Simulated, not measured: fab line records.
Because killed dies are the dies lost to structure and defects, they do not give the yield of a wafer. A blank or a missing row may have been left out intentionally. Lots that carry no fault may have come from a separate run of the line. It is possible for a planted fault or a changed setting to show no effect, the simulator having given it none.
fab line records | flow n5Finfet
[record] lots = 6 wafers = 18 lastDay = 18
route steps=1938 shown BEOL_M10@1531 BEOL_M11@1536
lots that met no fault: from a run of the same line without faults
startH: hours from the record's opening day to when the first of the lot's shown wafers began | waitH: time in hours since the lot's previous step | " identical to the entry in the row above | L1.1+2: several wafers, shown together as one row | - either no value or no given start | * or withheld: withheld | < > ~ a bound
route shown NAME@n: NAME is a module with steps in the file, n the number in the route of the first one | usual: the fault-free wafers' mean and standard deviation | same: alike in all rows | chamber/n: place in a boat | sites: per-site readings | _std_site: standard deviation across them | _edge_site: outer sites' mean less inner sites' | radiusMm: for every site, how far away it sits from the centre of the wafer | mask NAME#n: copy n | behind: the tool/chamber that last shaped the wafer | hold: cause of the lot's hold/its duration in hours/its outcome | device: which transistor (n, p or np) failed to switch | end of line: tests of these same wafers at the route's end | step lacking rows: just its recipe | killed: not the wafer's yield, but the dies lost to structure and defects at the first sort | map: the dies of a wafer, with x for killed, . for not killed, _ for no die there
set.NAME: setting as actually run; set.NAME@STEP: the setting as run at that earlier step | model.NAME: the simulator's own value behind a step, which no gauge read
certain route steps with their lots: each step a table, each wafer a row
services: from which hour (startH, from the record's first day; less than 0 if before it) a tool's chamber was out of use, for how many hours, and why
[[steps]]
[step N5_BEOL_M10_THK_MEAS_53]
[recipe] thkMeasGauge = xrf reads = Cu_of_BEOL_M10_ECD_50
[usual] M10_THK = 138.1/2.7
// columns lot.wafer tool chamber startH waitH M10_THK[nm]
L606.2 filmMetro-02 - 238.13 - 140.4
L606.4 " - " " 141.0
L606.6 " - " " 141.3
L609.1 filmMetro-01 - 246.49 - 138.3
L609.2 " - " " 139.9
L609.4 " - " " 140.3
L608.3 filmMetro-01 - 246.58 - 137.6
L608.4 " - " " 138.4
L608.5 " - " " 135.7
L614.1 filmMetro-01 - 294.28 - 139.3
L614.2 " - " " 137.8
L614.5 " - " " 133.3
L610.1 filmMetro-01 - 307.93 - 135.9
L610.4 " - " " 138.1
L610.5 " - " " 133.3
L625.1 filmMetro-01 - 383.92 - 140.1
L625.2 " - " " 137.5
L625.6 " - " " 134.7
[step N5_BEOL_M10_PRE_CLEAN_55]
[recipe] gas = NH3 timeS = 15 tempC = withheld rfPowerW = 300
[step N5_BEOL_M10_DEP_56]
[recipe] material = SiCN targetThkA = 150 tempC = withheld precursor = 3MS/NH3 pressureTorr = 3 rfW = 202 timeS = 26.5
[usual] showerheadPlenumPTorr = 3.670/0.013 throttleValvePct = 8.9/0.49
// columns lot.wafer tool chamber startH waitH showerheadPlenumPTorr throttleValvePct
L606.2 pecvd-02 1 238.20 0.0 3.646 9.0
L606.4 " 1 " " 3.643 8.9
L606.6 " 0 " " 3.654 9.5
L609.1 pecvd-04 1 246.56 0.0 3.672 9.4
L609.2 " 0 " " 3.689 8.7
L609.4 " 1 " " 3.673 9.2
L608.3 pecvd-01 1 246.64 0.0 3.666 9.5
L608.4 " 0 " " 3.675 9.0
L608.5 " 2 " " 3.665 8.6
L614.1 pecvd-02 0 294.35 0.0 3.659 9.6
L614.2 " 2 " " 3.681 8.2
L614.5 " 0 " " 3.657 9.6
L610.1 pecvd-01 2 307.99 0.0 3.662 8.3
L610.4 " 2 " " 3.671 8.2
L610.5 " 1 " " 3.666 9.6
L625.1 pecvd-02 2 383.99 0.0 3.674 8.4
L625.2 " 0 " " 3.664 9.4
L625.6 " 0 " " 3.664 9.7
[step N5_BEOL_M10_RS_MEAS_57]
[recipe] thkMeasGauge = four-point-probe reads = Cu_of_BEOL_M10_ECD_50+Co_of_BEOL_M10_CVD_75+TaN_of_BEOL_M10_ALD_74
[usual] M10_RS = 0.1515/0.0028
// columns lot.wafer tool chamber startH waitH M10_RS[ohm/sq]
L606.2 filmMetro-02 - 238.27 0.1 0.1516
L606.4 " - " " 0.1497
L606.6 " - " " 0.1499
L609.1 filmMetro-02 - 246.66 0.1 0.1501
L609.2 " - " " 0.1487
L609.4 " - " " 0.1481
L608.3 filmMetro-02 - 246.73 0.1 0.1516
L608.4 " - " " 0.1506
L608.5 " - " " 0.1540
L614.1 filmMetro-02 - 294.42 0.1 0.1497
L614.2 " - " " 0.1515
L614.5 " - " " 0.1569
L610.1 filmMetro-01 - 308.07 0.1 0.1516
L610.4 " - " " 0.1496
L610.5 " - " " 0.1566
L625.1 filmMetro-02 - 384.09 0.1 0.1492
L625.2 " - " " 0.1513
L625.6 " - " " 0.1552
[step N5_BEOL_M10_INSPECT_58]
[recipe] inspectInstrument = darkfield mode = postDep
[usual] rawDefectCount = 74/23
// columns lot.wafer tool chamber startH waitH rawDefectCount
L606.2 defectInspect-02 - 238.30 0.0 76
L606.4 " - " " 146
L606.6 " - " " 114
L609.1 defectInspect-02 - 246.68 0.0 34
L609.2 " - " " 44
L609.4 " - " " 34
L608.3 defectInspect-01 - 246.76 0.0 71
L608.4 " - " " 61
L608.5 " - " " 85
L614.1 defectInspect-02 - 294.45 0.0 65
L614.2 " - " " 60
L614.5 " - " " 43
L610.1 defectInspect-02 - 308.09 0.0 87
L610.4 " - " " 94
L610.5 " - " " 95
L625.1 defectInspect-02 - 384.11 0.0 95
L625.2 " - " " 65
L625.6 " - " " 62
[step N5_BEOL_M11_ILD_DEP_00]
[recipe] material = SiCOH_lowk targetThkA = 3085.1 tempC = 300 precursor = DEMS/porogen pressureTorr = 5 rfW = 500 timeS = 58
[usual] heaterPowerW = 295/48 showerheadPlenumPTorr = 5.740/0.015 susceptorTempC = 299.99/0.19 throttleValvePct = 13.6/0.73
// columns lot.wafer tool chamber startH waitH heaterPowerW showerheadPlenumPTorr susceptorTempC throttleValvePct
L606.2 pecvd-01 1 238.33 0.0 372 5.733 300.17 14.4
L606.4 " 0 " " 294 5.754 300.04 13.5
L606.6 " 1 " " 382 5.744 300.16 14.5
L609.1 pecvd-02 1 246.72 0.0 202 5.728 300.12 13.9
L609.2 " 0 " " 263 5.727 300.20 14.4
L609.4 " 0 " " 275 5.740 300.11 14.5
L608.3 pecvd-01 2 246.79 0.0 287 5.743 299.84 13.0
L608.4 " 0 " " 301 5.744 299.93 13.6
L608.5 " 1 " " 328 5.733 300.37 14.6
L614.1 pecvd-02 0 294.48 0.0 217 5.741 299.80 14.4
L614.2 " 2 " " 290 5.756 299.97 12.3
L614.5 " 1 " " 238 5.707 300.28 13.8
L610.1 pecvd-02 1 308.13 0.0 235 5.725 299.83 13.6
L610.4 " 2 " " 309 5.763 299.91 12.5
L610.5 " 0 " " 269 5.735 300.13 14.3
L625.1 pecvd-01 2 384.15 0.0 315 5.748 300.23 13.0
L625.2 " 0 " " 284 5.759 300.16 13.6
L625.6 " 2 " " 322 5.720 299.83 13.0
[step N5_BEOL_M11_CURE_71]
[recipe] tempC = 385 timeS = 240 ambient = He/Ar material = SiCOH_lowk
[step N5_BEOL_M11_THK_MEAS_01]
[recipe] reads = SiCOH_lowk_of_BEOL_M11_ILD_DEP_00
[usual] M11_ILD_THK = 268/4
// columns lot.wafer tool chamber startH waitH M11_ILD_THK[nm]
L606.2 filmMetro-01 - 238.94 0.4 271
L606.4 " - " " 277
L606.6 " - " " 271
L608.3 filmMetro-01 - 247.39 0.3 261
L608.4 " - " " 269
L608.5 " - " " 270
L609.1 filmMetro-02 - 247.79 0.8 264
L609.2 " - " " 267
L609.4 " - " " 267
L614.1 filmMetro-01 - 295.07 0.4 271
L614.2 " - " " 264
L614.5 " - " " 270
L610.1 filmMetro-01 - 308.72 0.4 264
L610.4 " - " " 268
L610.5 " - " " 272
L625.1 filmMetro-01 - 385.22 0.8 263
L625.2 " - " " 268
L625.6 " - " " 267
[step N5_BEOL_M11_PECVD_70]
[recipe] material = SiO2 targetThkA = 200 tempC = 400 precursor = TEOS/O2 pressureTorr = 5.5 rfW = 450 teosFlowSccm = 53.8 gas = O2 flowSccm = 3000 timeS = 22.7
[usual] heaterPowerW = 711/84 showerheadPlenumPTorr = 8.78/0.066 susceptorTempC = 399.99/0.22 throttleValvePct = 21.9/1
// columns lot.wafer tool chamber startH waitH heaterPowerW showerheadPlenumPTorr susceptorTempC throttleValvePct
L606.2 pecvd-02 2 238.97 0.0 744 8.85 400.19 20.1
L606.4 " 1 " " 534 8.68 400.08 22.4
L606.6 " 0 " " 639 8.76 399.80 23.4
L608.3 pecvd-01 1 247.42 0.0 886 8.79 400.00 23.8
L608.4 " 1 " " 874 8.77 399.91 23.9
L608.5 " 0 " " 688 8.85 400.02 21.8
L609.1 pecvd-02 2 247.83 0.0 708 8.85 400.06 19.9
L609.2 " 0 " " 611 8.76 400.10 23.6
L609.4 " 1 " " 599 8.70 399.82 22.2
L614.1 pecvd-03 1 295.11 0.0 721 8.66 400.17 21.9
L614.2 " 2 " " 686 8.78 399.42 21.2
L614.5 " 0 " " 738 8.85 399.48 21.6
L610.1 pecvd-01 2 308.76 0.0 773 8.78 400.04 20.9
L610.4 " 1 " " 867 8.75 400.16 23.7
L610.5 " 2 " " 737 8.78 399.77 20.3
L625.1 pecvd-01 1 385.26 0.0 845 8.76 400.21 23.5
L625.2 " 0 " " 724 8.83 400.01 21.8
L625.6 " 2 " " 755 8.81 400.05 21.1
[step N5_BEOL_M11_HM_DEP_02]
[recipe] material = TiN targetThkA = 200 tempC = 25 chamberPressurePa = 0.49996
[usual] susceptorTempC = 24.99/0.1 throttleValvePct = 29.9/0.99
// columns lot.wafer tool chamber startH waitH susceptorTempC throttleValvePct
L606.2 pvdSputter-03 - 240.95 2.0 25.02 28.3
L606.4 " - " " 25.17 30.2
L606.6 " - " " 24.92 28.2
L608.3 pvdSputter-03 - 249.33 1.9 25.07 27.9
L608.4 " - " " 24.99 30.2
L608.5 " - " " 24.95 29.3
L609.1 pvdSputter-03 - 249.53 1.7 25.11 30.2
L609.2 " - " " 24.85 29.1
L609.4 " - " " 24.89 28.3
L614.1 pvdSputter-02 - 295.57 0.4 24.86 29.0
L614.2 " - " " 25.03 30.2
L614.5 " - " " 24.92 29.2
L610.1 pvdSputter-02 - 310.44 1.7 25.07 31.9
L610.4 " - " " 24.96 30.2
L610.5 " - " " 25.05 31.8
L625.1 pvdSputter-03 - 386.05 0.8 25.02 30.2
L625.2 " - " " 25.04 29.7
L625.6 " - " " 25.12 29.2
[step N5_BEOL_M11_COAT_59]
[recipe] resist = SOC tempC = 250 timeS = 60 spinRpm = 1500 resistThkNm = 100
[step N5_BEOL_M11_COAT_60]
[recipe] resist = SiARC tempC = 220 timeS = 60 spinRpm = 1500 resistThkNm = 30
[step N5_BEOL_M11_COAT_05]
[recipe] resist = CAR-ArF spinRpm = 1500 resistThkNm = 90
[usual] spinSpeedRpm = 1500.1/1
// columns lot.wafer tool chamber startH waitH spinSpeedRpm model.CAR-ArF_of_BEOL_M11_COAT_05.thkNm
L606.2 lithoTrack-02 0 241.08 - 1500.9 90
L606.4 " 0 " " 1499.5 90
L606.6 " 0 " " 1499.9 90.2
L608.3 lithoTrack-02 0 249.47 - 1315.0 95.8
L608.4 " 0 " " 1314.7 96
L608.5 " 0 " " 1315.4 96
L609.1 lithoTrack-02 0 249.67 - 1315.3 95.6
L609.2 " 0 " " 1314.5 95.8
L609.4 " 0 " " 1315.1 96
L614.1 lithoTrack-03 0 295.70 - 1501.4 90.2
L614.2 " 0 " " 1500.7 90.6
L614.5 " 0 " " 1500.7 90.4
L610.1 lithoTrack-05 0 310.57 - 1498.4 90
L610.4 " 0 " " 1499.4 90.2
L610.5 " 0 " " 1500.7 90.2
L625.1 lithoTrack-05 0 386.18 - 1499.8 90.2
L625.2 " 0 " " 1500.3 90
L625.6 " 0 " " 1499.3 90.4
[step N5_BEOL_M11_EBR_07]
[recipe] solvent = PGMEA ebrWidthMm = 1.5
[step N5_BEOL_M11_SOFTBAKE_06]
[recipe] tempC = 110 timeS = 60 resist = CAR-ArF
[step N5_BEOL_M11_EXPOSE_08]
[recipe] maskId = M11 na = 1.35 sourceShape = dipole sigmaInner = 0.411 sigmaOuter = 0.611 polarization = te doseMj = 53.75
[step N5_BEOL_M11_PEB_09]
[recipe] pebTempC = withheld pebTimeS = 60 resist = CAR-ArF
[step N5_BEOL_M11_DEVELOP_10]
[recipe] developTimeS = 30 developer = TMAH resist = CAR-ArF rinseLiquid = diw dry = airSpin devTempC = 23
[step N5_BEOL_M11_CD_MEAS_11]
[recipe] targetCdNm = 64.1 landingEnergyEv = 500 detector = seInlens polarity = opening
[usual] cdNm = 64.0/0.58
// columns lot.wafer tool chamber startH waitH cdNm
L606.2 cdSem-02 0 241.47 - 63.2
L606.4 " 0 " " 63.7
L606.6 " 0 " " 65.0
L608.3 cdSem-02 0 249.71 - 62.7
L608.4 " 0 " " 64.6
L608.5 " 0 " " 64.0
L609.1 cdSem-02 0 249.90 - 62.5
L609.2 " 0 " " 64.1
L609.4 " 0 " " 63.4
L614.1 cdSem-03 0 296.06 - 64.1
L614.2 " 0 " " 63.6
L614.5 " 0 " " 63.3
L610.1 cdSem-02 0 310.81 - 64.2
L610.4 " 0 " " 63.4
L610.5 " 0 " " 63.8
L625.1 cdSem-02 0 386.42 - 64.0
L625.2 " 0 " " 63.4
L625.6 " 0 " " 64.2
[step N5_BEOL_M11_OVL_MEAS_12]
[recipe] pointsPerWafer = 44
[usual] M11_OVL = 0.0/0.82
// columns lot.wafer tool chamber startH waitH M11_OVL[nm]
L606.2 overlay-02 0 241.50 0.0 -0.5
L606.4 " 0 " " -1.0
L606.6 " 0 " " 0.3
L608.3 overlay-02 0 249.73 0.0 -1.0
L608.4 " 0 " " 0.4
L608.5 " 0 " " -0.2
L609.1 overlay-02 0 249.93 0.0 0.8
L609.2 " 0 " " 0.8
L609.4 " 0 " " 1.8
L614.1 overlay-02 0 296.09 0.0 -0.1
L614.2 " 0 " " -1.0
L614.5 " 0 " " -0.3
L610.1 overlay-02 0 310.84 0.0 0.9
L610.4 " 0 " " -0.8
L610.5 " 0 " " 0.0
L625.1 overlay-01 0 386.45 0.0 0.3
L625.2 " 0 " " 0.6
L625.6 " 0 " " 0.5
[step N5_BEOL_M11_INSPECT_13]
[recipe] mode = adi inspectInstrument = brightfield
[usual] rawDefectCount = 406/83
// columns lot.wafer tool chamber startH waitH rawDefectCount
L606.2 defectInspect-01 - 241.52 0.0 474
L606.4 " - " " 478
L606.6 " - " " 371
L608.3 defectInspect-01 - 249.76 0.0 654
L608.4 " - " " 438
L608.5 " - " " 550
L609.1 defectInspect-01 - 249.96 0.0 445
L609.2 " - " " 294
L609.4 " - " " 321
L614.1 defectInspect-01 - 296.12 0.0 443
L614.2 " - " " 292
L614.5 " - " " 332
L610.1 defectInspect-02 - 310.86 0.0 399
L610.4 " - " " 440
L610.5 " - " " 365
L625.1 defectInspect-01 - 386.48 0.0 530
L625.2 " - " " 401
L625.6 " - " " 332
[step N5_BEOL_M11_DESCUM_16]
[recipe] chemistry = O2 timeS = 7.9 sourcePowerW = 50 biasPowerW = 20 pressureMtorr = 20 rfFrequencyHz = 2.712e+07 tempC = 40 resist = CAR-ArF o2FlowSccm = 225
[step N5_BEOL_M11_ETCH_61]
[recipe] chemistry = CF4 target = SiARC targetDepthA = 390 maskMaterial = CAR-ArF timeS = 65 ionEnergyEv = 80 pressureMtorr = 40 sourceW = 545 biasW = 36 Ar_flow_sccm = 100 cf4FlowSccm = 100 ends = cleared
[usual] drypumpMotorCurrentA = 5.79/0.27 etchRfOnTimeS = 65.0/1.8 oesProductAu = 0.67/0.07 rfVppV = 184.4/1.1 showerheadPlenumPTorr = 2.16/0.064 throttleValvePct = 15.59/0.25
// columns lot.wafer tool chamber startH waitH drypumpMotorCurrentA etchRfOnTimeS oesProductAu rfHoursCounterH rfVppV showerheadPlenumPTorr throttleValvePct model.CAR-ArF_of_BEOL_M11_COAT_05.thkNm
L606.2 rieDiel-06 3 241.95 0.0 5.83 63.4 0.72 74 182.4 2.07 15.20 55.6
L606.4 " 1 " " 5.42 63.8 0.64 173 184.3 2.21 15.69 55.6
L606.6 " 1 " " 5.40 64.0 0.64 - 184.6 2.21 15.71 55.8
L608.3 rieDiel-03 2 250.10 0.0 5.70 64.3 0.73 70 185.6 2.27 15.35 61.2
L608.4 " 3 " " 5.44 65.0 0.66 136 183.5 2.06 15.72 61.6
L608.5 " 2 " " 5.70 64.0 0.73 - 185.3 2.27 15.35 61.4
L609.1 rieDiel-03 0 250.65 0.0 5.60 64.4 0.73 59 183.9 2.18 15.47 61.2
L609.2 " 1 " " 6.35 68.8 0.58 187 185.3 2.21 15.35 61.6
L609.4 " 3 " " 5.46 65.1 0.67 137 182.4 2.06 15.74 61.4
L614.1 rieDiel-05 0 296.18 0.0 5.66 65.9 0.74 37 184.1 2.19 15.19 56
L614.2 " 1 " " 5.92 65.3 0.57 243 187.2 2.20 16.02 56.2
L614.5 " 0 " " 5.64 66.2 0.74 - 185.4 2.19 15.18 56
L610.1 rieDiel-05 1 311.00 0.0 5.93 65.5 0.57 247 184.7 2.20 16.03 55.4
L610.4 " 2 " " 6.03 66.2 0.57 239 182.6 2.03 16.01 55.6
L610.5 " 1 " " 5.91 65.9 0.58 - 185.3 2.20 16.03 55.6
L625.1 rieDiel-05 0 386.54 0.0 5.64 66.7 0.70 65 182.8 2.18 15.25 55.8
L625.2 " 3 " " 5.63 62.2 0.71 81 186.0 2.16 15.61 55.6
L625.6 " 1 " " 5.93 64.7 0.79 - 185.6 2.19 15.53 56
[step N5_BEOL_M11_ETCH_62]
[recipe] chemistry = N2/H2 target = SOC targetDepthA = 1100 overetchA = 220 maskMaterial = SiARC tempC = 40 timeS = 165 ionEnergyEv = 200 pressureMtorr = 30 sourceW = 840 biasW = 150 n2FlowSccm = 200 h2FlowSccm = 200
[usual] drypumpMotorCurrentA = 5.80/0.27 oesProductAu = 0.66/0.066 rfVppV = 524.6/2.4 showerheadPlenumPTorr = 2.57/0.079 throttleValvePct = 17.82/0.3
// columns lot.wafer tool chamber startH waitH drypumpMotorCurrentA oesProductAu rfHoursCounterH rfVppV showerheadPlenumPTorr throttleValvePct
L606.2 rieDiel-06 3 242.00 0.0 5.86 0.70 74 522.4 2.46 17.33
L606.4 " 1 " " 5.40 0.63 173 527.1 2.64 18.04
L606.6 " 1 " " 5.41 0.63 - 525.8 2.64 18.03
L608.3 rieDiel-03 2 250.15 0.0 5.72 0.73 70 527.9 2.68 17.44
L608.4 " 3 " " 5.47 0.66 136 522.2 2.47 18.10
L608.5 " 2 " " 5.72 0.72 - 529.4 2.68 17.47
L609.1 rieDiel-03 0 250.70 0.0 5.64 0.73 59 524.8 2.60 17.91
L609.2 " 1 " " 6.33 0.61 187 526.9 2.63 17.57
L609.4 " 3 " " 5.47 0.66 137 521.3 2.47 18.12
L614.1 rieDiel-05 0 296.23 0.0 5.62 0.74 37 524.6 2.59 17.39
L614.2 " 1 " " 5.92 0.58 243 526.4 2.61 18.25
L614.5 " 0 " " 5.61 0.74 - 525.1 2.59 17.39
L610.1 rieDiel-05 1 311.05 0.0 5.93 0.58 247 526.3 2.61 18.26
L610.4 " 2 " " 6.06 0.58 239 520.3 2.42 18.24
L610.5 " 1 " " 5.92 0.57 - 527.4 2.61 18.27
L625.1 rieDiel-05 0 386.59 0.0 5.64 0.71 65 523.1 2.58 17.44
L625.2 " 3 " " 5.63 0.69 81 525.0 2.56 17.74
L625.6 " 1 " " 5.92 0.78 - 525.5 2.60 17.78
[[services]]
// columns tool chamber startH hours kind
rieDiel-05 - 215.61 0.7 repair
pecvd-04 2 233.81 14.8 repair
pecvd-04 - 237.05 0.8 repair
rieDiel-05 3 239.24 9.6 repair
rieDiel-06 2 252.13 10.8 repair
pecvd-03 - 255.45 3.2 repair
rieDiel-06 0 256.55 7.3 repair
rieDiel-06 1 257.61 3.4 repair
rieDiel-03 1 264.32 8.9 repair
pecvd-03 0 264.70 12.5 repair
pecvd-04 - 264.72 2.1 repair
rieDiel-05 - 264.84 14.6 pm
pecvd-02 2 268.35 5.5 scheduledDown
pecvd-03 0 286.79 6.2 repair
pecvd-03 1 289.53 4.4 repair
rieDiel-06 3 291.33 1.9 repair
rieDiel-05 1 312.03 4.2 repair
pecvd-01 0 318.38 5.5 scheduledDown
rieDiel-05 - 329.63 7.5 repair
rieDiel-05 3 365.69 3.9 repair
rieDiel-06 0 369.06 18.3 repair
pecvd-02 1 383.62 - clean
pecvd-02 1 383.62 - consumableReplace:showerhead
pecvd-02 - 385.94 0.4 repair
[[key]]
[firstSign] step = N5_BEOL_M11_COAT_05 reading = spinSpeedRpm direction = down sigmas = 99+ usual = * struck = *
effect none on later readings
[modelEffect] step = N5_BEOL_M11_COAT_05 value = CAR-ArF_of_BEOL_M11_COAT_05.thkNm without = 89.7 struck = 95.87
[modelEffect] step = N5_BEOL_M11_ETCH_61 value = CAR-ArF_of_BEOL_M11_COAT_05.thkNm without = 55.27 struck = 61.4
metAt N5_BEOL_M11_COAT_05
struckWafers L608.3,L608.4,L608.5,L609.1,L609.2,L609.4
rowsEnd L608.3,L608.4,L608.5,L609.1,L609.2,L609.4
onsetBetween 241.08 249.47
[fault] kind = processParameterDrift tool = lithoTrack-02 chamber = - onsetH = 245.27 steps = N5_BEOL_M11_COAT_05 channel = spinRpm offset = * shape = step actsIn = * stated = *
// rowsEnd: these wafers met a further fault down the route, and their rows from its step on are left out
